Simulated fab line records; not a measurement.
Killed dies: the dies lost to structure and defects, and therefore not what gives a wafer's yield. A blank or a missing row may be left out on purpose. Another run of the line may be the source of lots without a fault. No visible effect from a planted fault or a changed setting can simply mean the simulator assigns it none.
A struck lot beside a sound one / flow n5Finfet / 18 steps out of a route of 1938
Sound: these wafers, L559.3, L559.5, L559.6. Wafers struck: L569.3, L569.4, L569.5. The cause is given at the end.
For every step that has rows: the tool of each side, followed by ch and its chambers, followed by its first start. Under that, the readings that differ: sound wafers / struck wafers / difference of the means / sigmas: that difference in standard deviations of wafers without a fault.
alike: words and numbers the same on both sides, and readings whose means are apart by under 2 such deviations; not compared: readings that were withheld, readings missing a value for some wafer, numbers with overlapping values and no deviation given by the record, and bounds like >300 which may hide the same value.
Wherever a step has rows on one side only, a row that says differs or no value, or a row with sigmas, the two part there. Numbers that have no deviation but don't overlap get no sigmas and don't part them. A reading missing from all wafers of one side parts the sides only when that side holds two or more wafers.

first, 1 step without rows for these wafers: N5_STI_FIN_REVEAL_SRD_21 (time 30 s).
N5_STI_FIN_REVEAL_OXIDATION_33: chemistry O2 PLASMA REMOTE, time 20 s.
  sound on plasmaAsher-01 ch 0,1, day 3 03:29; struck on plasmaAsher-02 ch 0,1, day 5 15:08
  alike: drypumpMotorCurrentA, heaterPowerW
  not compared: rfHoursCounterH
then, 2 steps without rows for these wafers: N5_STI_FIN_REVEAL_CLEAN_19 (cleans in O3/DIW, time 120 s); N5_STI_FIN_REVEAL_SRD_23 (time 30 s).
N5_STI_FIN_REVEAL_CD_MEAS_22: target cd 6.238 nm, pitch 28 nm.
  struck on cdSem-03, day 5 15:17; sound on cdSem-01, day 3 03:38
  alike: cdNm
N5_STI_FIN_REVEAL_FIN_H_MEAS_10:
  struck on ocd-02, day 5 15:19; sound on ocd-01, day 3 03:40
  alike: trenchDepthNm
then, 2 steps without rows for these wafers: N5_STI_FIN_REVEAL_PRECLEAN_18 (cleans in SC2, time 45 s); N5_STI_FIN_REVEAL_SRD_28 (time 30 s).
N5_STI_FIN_REVEAL_INSPECT_13: inspects for defects (darkfield).
  struck on defectInspect-01, day 5 15:24; sound on defectInspect-01, day 3 03:45
  alike: rawDefectCount
then, 2 steps without rows for these wafers: N5_DUMMY_GATE_PRECLEAN_00 (cleans in O3/DIW, time 60 s); N5_DUMMY_GATE_SRD_01 (time 30 s).
N5_DUMMY_GATE_ALD_02: deposits SiO2, target thk 2 nm, pulse time 1 s.
  sound on aldSin-02 ch 1,2, day 3 04:16; struck on aldSin-04 ch 1,2,3, day 5 16:20
  alike: chamberPressureTorr, heaterPowerW, precursorPulseHeightRel
N5_DUMMY_GATE_CVD_03: deposits a-Si from SiH4, target thk 150 nm, time 8042 s.
  sound on lpcvd-02 ch 1/75,1/84,1/89, day 3 04:23; struck on lpcvd-01 ch 0/25,0/29,0/34, day 5 16:26
reading=model.a-Si_of_DUMMY_GATE_CVD_03.thkNm (nm); sound=151 150.6 149.2; struck=217.6 217.4 217.6; difference=+67.3; sigmas=
  alike: zonePowerLowerPct
then, 2 steps without rows for these wafers: N5_DUMMY_GATE_PRECLEAN_46 (cleans in DIW, time 89.5 s); N5_DUMMY_GATE_SRD_47 (dry time 32 s).
N5_DUMMY_GATE_CMP_04: polishes a-Si.
  sound on cmp-02 ch 1,2, day 3 08:08; struck on cmp-02 ch 0,3, day 5 20:10
reading=edgeZonePressureFrac; sound=0.994 0.994 0.998; struck=1.003 1.008 1.004; difference=+0.010; sigmas=+2
reading=timeToEndpointS (s); sound=15.7 16.0 14.6; struck=23.9 22.3 24.6; difference=+8.2; sigmas=+4
  alike: motorCurrentA, slurryFilterDpKPa
N5_DUMMY_GATE_THK_MEAS_05:
  struck on filmMetro-02, day 5 20:25; sound on filmMetro-01, day 3 08:22
  alike: thkNm
-- the record jumps here: 6 days lie between the struck wafers' starts before and after (it left off in module DUMMY_GATE and takes up again in module BEOL_M4, whose first step shown is number 1111 of the route) --
N5_BEOL_M4_RC_MEAS_101:
  sound on prober-02 ch 0, day 8 05:37; struck on prober-02 ch 0, day 11 10:02
  alike: DIBL_N, DIBL_P, IOFF_N, IOFF_P, ION_N, ION_P, SS_N, SS_P, VT_N, VT_P

## WHERE THEY PART
At N5_DUMMY_GATE_CMP_04 and nowhere else, as far as this record goes. Later steps at which nothing parts them and some readings are alike: N5_DUMMY_GATE_THK_MEAS_05, N5_BEOL_M4_RC_MEAS_101.

WHY: whatever the simulator had introduced
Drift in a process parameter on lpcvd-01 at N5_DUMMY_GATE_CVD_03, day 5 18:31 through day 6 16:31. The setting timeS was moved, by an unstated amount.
